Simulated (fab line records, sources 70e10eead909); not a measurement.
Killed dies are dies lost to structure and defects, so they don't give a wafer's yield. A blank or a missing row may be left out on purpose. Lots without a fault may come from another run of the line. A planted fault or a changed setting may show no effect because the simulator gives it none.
Which tool did it? | flow nand_harc | 24 lots, 72 wafers sampled, at 6 steps of a route of 1159

WHAT THE GAUGES READ, wafer by wafer
The record holds no reading of a measuring or inspecting step that can be judged against a usual standard deviation.

WHICH TOOL RAN EACH LOT (tool, then ch and the chambers of the sampled wafers, then the start)
lot  | NHARC_A_CHANNEL_FILL_D1_ALD_25   | NHARC_A_CHANNEL_FILL_D1_CMP_10 | NHARC_A_STAIRCASE_STRIP_171          | NHARC_A_STAIRCASE_DESCUM_186       | NHARC_A_STAIRCASE_TRIM_193     | NHARC_A_STAIRCASE_TRIM_200
L075 | ald_hk-03 ch 2,3, day 10 15:47   | cmp-01 ch 1,2,3, day 11 02:41  | plasma_asher-01 ch 0,1, day 11 05:16 | rie_diel-05 ch 0,3, day 11 10:37   | rie_diel-05 ch 1,2,3, no start | rie_diel-05 ch 0,1, no start
L074 | ald_hk-04 ch 0,1,3, day 10 15:48 | cmp-03 ch 0,2, day 11 02:37    | plasma_asher-02 ch 0,1, day 11 05:05 | rie_diel-12 ch 1,3, day 11 10:10   | rie_diel-12 ch 1,3, no start   | rie_diel-05 ch 0,1,3, no start
L076 | ald_hk-03 ch 2,3, day 10 19:29   | cmp-03 ch 1,3, day 11 06:47    | plasma_asher-01 ch 0,1, day 11 09:21 | rie_diel-02 ch 1,3, day 11 16:01   | rie_diel-02 ch 0,1, no start   | rie_diel-02 ch 0,1, no start
L077 | ald_hk-04 ch 0,1,2, day 10 19:29 | cmp-04 ch 1,2,3, day 11 06:48  | plasma_asher-01 ch 0,1, day 11 08:58 | rie_diel-12 ch 0,1,3, day 11 15:59 | rie_diel-12 ch 0,1,3, no start | rie_diel-05 ch 1,2,3, no start
L078 | ald_hk-02 ch 1,2,3, day 11 07:43 | cmp-04 ch 1,2,3, day 11 19:15  | plasma_asher-01 ch 0,1, day 11 21:30 | rie_diel-12 ch 0,1,3, day 12 03:27 | rie_diel-12 ch 0,2,3, no start | rie_diel-02 ch 0,1,3, no start
L080 | ald_hk-04 ch 0,1,3, day 11 18:42 | cmp-03 ch 2,3, day 12 06:00    | plasma_asher-02 ch 0,1, day 12 08:07 | rie_diel-02 ch 0,2,3, day 12 13:23 | rie_diel-02 ch 0,1, no start   | rie_diel-02 ch 1,3, no start
L081 | ald_hk-03 ch 0,3, day 11 19:10   | cmp-01 ch 0,2,3, day 12 06:03  | plasma_asher-01 ch 0,1, day 12 07:51 | rie_diel-12 ch 0,3, day 12 13:00   | rie_diel-12 ch 0,1,2, no start | rie_diel-12 ch 0,1, no start
L079 | ald_hk-03 ch 0,2,3, day 11 22:41 | cmp-01 ch 1,2,3, day 12 10:03  | plasma_asher-02 ch 0,1, day 12 12:05 | rie_diel-05 ch 0,1,2, day 12 17:43 | rie_diel-05 ch 0,1,2, no start | rie_diel-12 ch 0,1,2, no start
L082 | ald_hk-03 ch 1,2,3, day 12 05:24 | cmp-04 ch 0,2,3, day 12 16:17  | plasma_asher-02 ch 1, day 12 18:20   | rie_diel-02 ch 0,1,3, day 13 01:07 | rie_diel-02 ch 0,2,3, no start | rie_diel-05 ch 0,1,2, no start
L084 | ald_hk-03 ch 1,3, day 12 13:43   | cmp-04 ch 0,1, day 13 01:09    | plasma_asher-02 ch 0,1, day 13 03:11 | rie_diel-05 ch 0,3, day 13 10:47   | rie_diel-05 ch 1,2, no start   | rie_diel-12 ch 1,3, no start
L083 | ald_hk-04 ch 0,1,2, day 12 13:45 | cmp-01 ch 0,2,3, day 13 01:16  | plasma_asher-02 ch 0,1, day 13 03:28 | rie_diel-12 ch 0,1,3, day 13 09:31 | rie_diel-12 ch 0,1,3, no start | rie_diel-12 ch 0,2,3, no start
L088 | ald_hk-02 ch 0,1,3, day 13 12:08 | cmp-03 ch 1,2,3, day 13 22:30  | plasma_asher-01 ch 0,1, day 14 00:47 | rie_diel-12 ch 0,1, day 14 06:28   | rie_diel-12 ch 0,2,3, no start | rie_diel-02 ch 0,3, no start
L087 | ald_hk-03 ch 0,1,3, day 13 12:19 | cmp-04 ch 0,1, day 13 22:25    | plasma_asher-02 ch 0,1, day 14 00:26 | rie_diel-12 ch 0,1,2, day 14 07:41 | rie_diel-12 ch 0,1,3, no start | rie_diel-02 ch 1,3, no start
L085 | ald_hk-04 ch 0,1,2, day 13 13:39 | cmp-01 ch 0,1, day 13 22:27    | plasma_asher-02 ch 0, day 14 00:55   | rie_diel-02 ch 0,1,3, day 14 07:10 | rie_diel-02 ch 1,2,3, no start | rie_diel-02 ch 0,2,3, no start
L090 | ald_hk-04 ch 2,3, day 14 01:49   | cmp-04 ch 1,2, day 14 13:11    | plasma_asher-02 ch 0,1, day 14 15:49 | rie_diel-12 ch 0,1,3, day 14 22:41 | rie_diel-12 ch 1,2,3, no start | rie_diel-02 ch 2,3, no start
L089 | ald_hk-02 ch 0,1,2, day 14 01:49 | cmp-03 ch 0,1,2, day 14 13:13  | plasma_asher-01 ch 0,1, day 14 16:02 | rie_diel-05 ch 0,2,3, day 14 21:41 | rie_diel-05 ch 0,1,2, no start | rie_diel-05 ch 0,1,3, no start
L086 | ald_hk-03 ch 0,1, day 14 01:49   | cmp-03 ch 0,1,3, day 14 13:24  | plasma_asher-02 ch 0,1, day 14 16:11 | rie_diel-05 ch 2,3, day 14 23:20   | rie_diel-05 ch 2,3, no start   | rie_diel-12 ch 2,3, no start
L094 | ald_hk-04 ch 0,1,3, day 14 15:25 | cmp-03 ch 1,3, day 15 02:17    | plasma_asher-02 ch 0,1, day 15 04:44 | rie_diel-12 ch 1,3, day 15 11:49   | rie_diel-12 ch 1,3, no start   | rie_diel-12 ch 1,3, no start
L091 | ald_hk-02 ch 0,1,3, day 14 16:21 | cmp-04 ch 0,1,3, day 15 02:19  | plasma_asher-01 ch 0,1, day 15 04:55 | rie_diel-02 ch 0,2,3, day 15 11:03 | rie_diel-02 ch 1,2, no start   | rie_diel-02 ch 0,1,2, no start
L092 | ald_hk-02 ch 0,2,3, day 14 18:47 | cmp-03 ch 0,1,2, day 15 05:37  | plasma_asher-01 ch 0,1, day 15 07:47 | rie_diel-02 ch 0,1,2, day 15 13:25 | rie_diel-02 ch 0,2,3, no start | rie_diel-05 ch 1,2,3, no start
L093 | ald_hk-02 ch 0,1, day 14 22:53   | cmp-03 ch 0,2,3, day 15 09:41  | plasma_asher-02 ch 0,1, day 15 12:17 | rie_diel-12 ch 1,3, day 15 17:55   | rie_diel-12 ch 1,3, no start   | rie_diel-12 ch 0,3, no start
L097 | ald_hk-02 ch 1,2,3, day 15 21:34 | cmp-01 ch 0,1,2, day 16 08:59  | plasma_asher-01 ch 0,1, day 16 10:58 | rie_diel-05 ch 0,1,2, day 16 16:11 | rie_diel-05 ch 0,2,3, no start | rie_diel-12 ch 0,1,3, no start
L096 | ald_hk-03 ch 0,1, day 16 03:22   | cmp-01 ch 0,1,2, day 16 14:13  | plasma_asher-01 ch 0,1, day 16 16:29 | rie_diel-05 ch 1,3, day 16 21:38   | rie_diel-05 ch 0,2, no start   | rie_diel-02 ch 0,2, no start
L095 | ald_hk-04 ch 0,2, day 16 03:23   | cmp-04 ch 1,2, day 16 14:10    | plasma_asher-01 ch 0,1, day 16 16:13 | rie_diel-05 ch 0,2,3, day 16 21:35 | rie_diel-05 ch 1,3, no start   | rie_diel-05 ch 1,3, no start
- NHARC_A_CHANNEL_FILL_D1_ALD_25: deposits SiOx, target thk 60 nm, pulse time 10 s, ald cycles 600.
- NHARC_A_CHANNEL_FILL_D1_CMP_10: polishes, target thk 150 nm.
- NHARC_A_STAIRCASE_STRIP_171: strips in O2.
- NHARC_A_STAIRCASE_DESCUM_186: chemistry O2, time 3 s.
- NHARC_A_STAIRCASE_TRIM_193: chemistry O2, time 211.2 s.
- NHARC_A_STAIRCASE_TRIM_200: chemistry O2, time 211.2 s.

WHAT THE TOOLS THEMSELVES READ (means of the sampled wafers that have a number; where no wafer has one, the mark that the record gives instead)
NHARC_A_CHANNEL_FILL_D1_ALD_25.
lot  | tool      | heater_power_w (W) | precursor_pulse_height_rel
L075 | ald_hk-03 | 519                | 1.003
L074 | ald_hk-04 | 444                | 1.007
L076 | ald_hk-03 | 515                | 0.999
L077 | ald_hk-04 | 445                | 0.983
L078 | ald_hk-02 | 496                | 0.991
L080 | ald_hk-04 | 449                | 0.992
L081 | ald_hk-03 | 487                | 0.986
L079 | ald_hk-03 | 499                | 1.014
L082 | ald_hk-03 | 494                | 0.991
L084 | ald_hk-03 | 493                | 1.006
L083 | ald_hk-04 | 456                | 0.992
L088 | ald_hk-02 | 459                | 1.005
L087 | ald_hk-03 | 486                | 1.026
L085 | ald_hk-04 | 451                | 0.994
L090 | ald_hk-04 | 489                | 1.002
L089 | ald_hk-02 | 454                | 1.004
L086 | ald_hk-03 | 471                | 0.985
L094 | ald_hk-04 | 454                | 1.001
L091 | ald_hk-02 | 460                | 1.000
L092 | ald_hk-02 | 444                | 0.995
L093 | ald_hk-02 | 477                | 0.997
L097 | ald_hk-02 | 474                | 0.996
L096 | ald_hk-03 | 477                | 1.001
L095 | ald_hk-04 | 500                | 1.001

NHARC_A_CHANNEL_FILL_D1_CMP_10.
lot  | tool   | motor_current_A (A) | time_to_endpoint_s (s)
L075 | cmp-01 | 12.0                | 15.2
L074 | cmp-03 | 11.8                | 15.0
L076 | cmp-03 | 12.0                | 15.7
L077 | cmp-04 | 12.2                | 12.5
L078 | cmp-04 | 12.0                | 14.2
L080 | cmp-03 | 11.7                | 18.4
L081 | cmp-01 | 12.0                | 13.5
L079 | cmp-01 | 12.3                | 16.0
L082 | cmp-04 | 12.0                | 11.1
L084 | cmp-04 | 12.8                | 15.7
L083 | cmp-01 | 11.8                | 15.1
L088 | cmp-03 | 11.4                | 18.3
L087 | cmp-04 | 13.0                | 13.7
L085 | cmp-01 | 11.4                | 18.2
L090 | cmp-04 | 12.5                | 12.0
L089 | cmp-03 | 11.8                | 16.4
L086 | cmp-03 | 12.5                | 14.6
L094 | cmp-03 | 11.7                | 16.7
L091 | cmp-04 | 12.8                | 14.5
L092 | cmp-03 | 11.4                | 14.5
L093 | cmp-03 | 12.1                | 13.2
L097 | cmp-01 | 11.8                | 18.9
L096 | cmp-01 | 12.4                | 15.3
L095 | cmp-04 | 11.6                | 12.8

NHARC_A_STAIRCASE_STRIP_171.
lot  | tool            | drypump_motor_current_A (A) | heater_power_w (W)
L075 | plasma_asher-01 | 5.9                         | 314
L074 | plasma_asher-02 | 5.7                         | 326
L076 | plasma_asher-01 | 6.0                         | 316
L077 | plasma_asher-01 | 5.9                         | 320
L078 | plasma_asher-01 | 5.6                         | 328
L080 | plasma_asher-02 | 5.7                         | 328
L081 | plasma_asher-01 | 5.9                         | 314
L079 | plasma_asher-02 | 5.3                         | 317
L082 | plasma_asher-02 | 6.1                         | 341
L084 | plasma_asher-02 | 5.3                         | 309
L083 | plasma_asher-02 | 5.7                         | 326
L088 | plasma_asher-01 | 5.9                         | 314
L087 | plasma_asher-02 | 5.7                         | 315
L085 | plasma_asher-02 | 4.9                         | 306
L090 | plasma_asher-02 | 5.7                         | 324
L089 | plasma_asher-01 | 5.6                         | 332
L086 | plasma_asher-02 | 5.3                         | 312
L094 | plasma_asher-02 | 5.3                         | 317
L091 | plasma_asher-01 | 6.0                         | 312
L092 | plasma_asher-01 | 5.9                         | 310
L093 | plasma_asher-02 | 5.7                         | 328
L097 | plasma_asher-01 | 5.6                         | 319
L096 | plasma_asher-01 | 5.9                         | 313
L095 | plasma_asher-01 | 5.9                         | 307

NHARC_A_STAIRCASE_DESCUM_186.
lot  | tool        | drypump_motor_current_A (A) | oes_product_au (a.u.) | rf_vpp_V (V) | showerhead_plenum_p_Torr (Torr) | throttle_valve_pct (%)
L075 | rie_diel-05 | 6.3                         | 0.996                 | 57.6         | 1.92                            | 11.310
L074 | rie_diel-12 | 5.8                         | 1.002                 | 59.2         | 2.03                            | 11.308
L076 | rie_diel-02 | 6.3                         | 1.005                 | 57.2         | 1.79                            | 11.316
L077 | rie_diel-12 | 5.7                         | 1.005                 | 57.5         | 2.04                            | 11.316
L078 | rie_diel-12 | 5.7                         | 0.995                 | 58.2         | 2.04                            | 11.308
L080 | rie_diel-02 | 5.8                         | 1.010                 | 57.8         | 1.83                            | 11.310
L081 | rie_diel-12 | 5.7                         | 0.998                 | 58.3         | 2.05                            | 11.303
L079 | rie_diel-05 | 5.9                         | 1.002                 | 58.0         | 1.96                            | 11.312
L082 | rie_diel-02 | 6.1                         | 1.009                 | 56.2         | 1.79                            | 11.317
L084 | rie_diel-05 | 6.1                         | 0.992                 | 57.7         | 1.93                            | 11.312
L083 | rie_diel-12 | 5.7                         | 0.997                 | 58.1         | 2.04                            | 11.315
L088 | rie_diel-12 | 5.8                         | 0.990                 | 58.3         | 2.06                            | 11.306
L087 | rie_diel-12 | 5.8                         | 1.003                 | 57.7         | 2.01                            | 11.309
L085 | rie_diel-02 | 6.1                         | 1.005                 | 56.9         | 1.79                            | 11.313
L090 | rie_diel-12 | 5.7                         | 0.995                 | 58.6         | 2.03                            | 11.309
L089 | rie_diel-05 | 6.2                         | 0.991                 | 59.0         | 1.95                            | 11.308
L086 | rie_diel-05 | 6.5                         | 0.993                 | 57.1         | 1.94                            | 11.312
L094 | rie_diel-12 | 5.6                         | 0.999                 | 58.3         | 2.01                            | 11.319
L091 | rie_diel-02 | 5.8                         | 0.998                 | 58.2         | 1.82                            | 11.318
L092 | rie_diel-02 | 5.7                         | 0.997                 | 57.4         | 1.82                            | 11.309
L093 | rie_diel-12 | 5.6                         | 1.002                 | 57.6         | 2.01                            | 11.318
L097 | rie_diel-05 | 6.0                         | 1.008                 | 58.1         | 1.95                            | 11.316
L096 | rie_diel-05 | 6.4                         | 1.005                 | 58.8         | 1.90                            | 11.302
L095 | rie_diel-05 | 6.2                         | 1.001                 | 58.7         | 1.95                            | 11.308

NHARC_A_STAIRCASE_TRIM_193.
lot  | tool        | drypump_motor_current_A (A) | oes_product_au (a.u.) | rf_vpp_V (V) | showerhead_plenum_p_Torr (Torr) | throttle_valve_pct (%)
L075 | rie_diel-05 | 6.2                         | 1.000                 | 58.2         | 3.59                            | 17.037
L074 | rie_diel-12 | 5.6                         | 0.996                 | 58.3         | 3.71                            | 17.033
L076 | rie_diel-02 | 5.9                         | 1.008                 | 56.7         | 3.33                            | 17.037
L077 | rie_diel-12 | 5.7                         | 0.997                 | 59.1         | 3.75                            | 17.032
L078 | rie_diel-12 | 5.7                         | 1.002                 | 58.2         | 3.68                            | 17.032
L080 | rie_diel-02 | 5.9                         | 1.003                 | 57.1         | 3.32                            | 17.032
L081 | rie_diel-12 | 5.8                         | 0.990                 | 57.9         | 3.71                            | 17.051
L079 | rie_diel-05 | 6.0                         | 0.999                 | 58.3         | 3.61                            | 17.038
L082 | rie_diel-02 | 5.8                         | 1.002                 | 57.8         | 3.37                            | 17.038
L084 | rie_diel-05 | 6.1                         | 0.998                 | 57.3         | 3.64                            | 17.047
L083 | rie_diel-12 | 5.7                         | 0.996                 | 59.4         | 3.74                            | 17.035
L088 | rie_diel-12 | 5.7                         | 0.994                 | 57.5         | 3.67                            | 17.029
L087 | rie_diel-12 | 5.7                         | 0.989                 | 57.1         | 3.73                            | 17.048
L085 | rie_diel-02 | 6.0                         | 1.002                 | 57.7         | 3.36                            | 17.039
L090 | rie_diel-12 | 5.7                         | 0.992                 | 57.7         | 3.65                            | 17.032
L089 | rie_diel-05 | 6.0                         | 0.997                 | 58.2         | 3.60                            | 17.037
L086 | rie_diel-05 | 6.4                         | 0.996                 | 58.1         | 3.63                            | 17.042
L094 | rie_diel-12 | 5.8                         | 1.003                 | 57.3         | 3.72                            | 17.045
L091 | rie_diel-02 | 5.9                         | 0.990                 | 57.6         | 3.36                            | 17.036
L092 | rie_diel-02 | 5.8                         | 1.001                 | 57.5         | 3.36                            | 17.030
L093 | rie_diel-12 | 5.8                         | 0.995                 | 58.0         | 3.71                            | 17.039
L097 | rie_diel-05 | 6.2                         | 1.007                 | 58.4         | 3.59                            | 17.037
L096 | rie_diel-05 | 5.9                         | 1.001                 | 57.5         | 3.61                            | 17.037
L095 | rie_diel-05 | 6.4                         | 1.009                 | 57.9         | 3.50                            | 17.031

NHARC_A_STAIRCASE_TRIM_200.
lot  | tool        | drypump_motor_current_A (A) | oes_product_au (a.u.) | rf_vpp_V (V) | showerhead_plenum_p_Torr (Torr) | throttle_valve_pct (%)
L075 | rie_diel-05 | 5.8                         | 0.997                 | 57.8         | 3.58                            | 17.029
L074 | rie_diel-05 | 6.1                         | 0.997                 | 57.3         | 3.55                            | 17.033
L076 | rie_diel-02 | 6.1                         | 1.007                 | 57.1         | 3.32                            | 17.030
L077 | rie_diel-05 | 6.2                         | 1.002                 | 58.4         | 3.59                            | 17.034
L078 | rie_diel-02 | 6.1                         | 0.999                 | 57.6         | 3.32                            | 17.043
L080 | rie_diel-02 | 6.4                         | 1.013                 | 57.2         | 3.32                            | 17.046
L081 | rie_diel-12 | 5.9                         | 0.987                 | 58.5         | 3.77                            | 17.033
L079 | rie_diel-12 | 5.8                         | 0.995                 | 58.3         | 3.71                            | 17.037
L082 | rie_diel-05 | 6.0                         | 0.998                 | 58.2         | 3.61                            | 17.031
L084 | rie_diel-12 | 5.6                         | 0.999                 | 57.2         | 3.70                            | 17.041
L083 | rie_diel-12 | 5.7                         | 0.995                 | 57.7         | 3.67                            | 17.038
L088 | rie_diel-02 | 6.2                         | 1.003                 | 57.8         | 3.31                            | 17.034
L087 | rie_diel-02 | 6.4                         | 1.007                 | 57.0         | 3.31                            | 17.040
L085 | rie_diel-02 | 5.8                         | 1.002                 | 57.6         | 3.37                            | 17.033
L090 | rie_diel-02 | 5.7                         | 0.997                 | 58.1         | 3.42                            | 17.036
L089 | rie_diel-05 | 6.1                         | 0.997                 | 58.1         | 3.54                            | 17.034
L086 | rie_diel-12 | 5.6                         | 1.004                 | 57.8         | 3.62                            | 17.046
L094 | rie_diel-12 | 5.8                         | 0.995                 | 57.1         | 3.72                            | 17.039
L091 | rie_diel-02 | 5.8                         | 0.995                 | 57.6         | 3.36                            | 17.038
L092 | rie_diel-05 | 6.3                         | 0.996                 | 58.3         | 3.57                            | 17.040
L093 | rie_diel-12 | 5.6                         | 0.998                 | 57.9         | 3.69                            | 17.033
L097 | rie_diel-12 | 5.7                         | 0.999                 | 57.9         | 3.72                            | 17.041
L096 | rie_diel-02 | 5.6                         | 1.006                 | 56.9         | 3.36                            | 17.038
L095 | rie_diel-05 | 6.1                         | 1.002                 | 57.8         | 3.51                            | 17.044

THE ANSWER, worked out from the rows above alone
Rule: what is usual is taken from the lots themselves. Put in order of their means at a reading, lots are off if they are a third of the lots or fewer, leave a main group of 4 or more, and stand apart from it by a gap of 3 or more times the standard deviation of the main group's means; of several such gaps the widest counts. A main group whose means are all the same, to the digits that the tables above print for the reading, isn't used. A lot without any number at a reading at which 4 lots or more have one is off too. The other lots that the step has rows for count as sound. The gauges are gone through in route order, then the tools' own readings, and for those a lot's mean is taken as printed above. The first step at which some lot is off is used, and at that step the reading that is off furthest; a lot without a number counts as furthest.
No lot is off at any reading shown: from this, nothing can be told.

WHAT THE SIMULATOR HAD PUT IN
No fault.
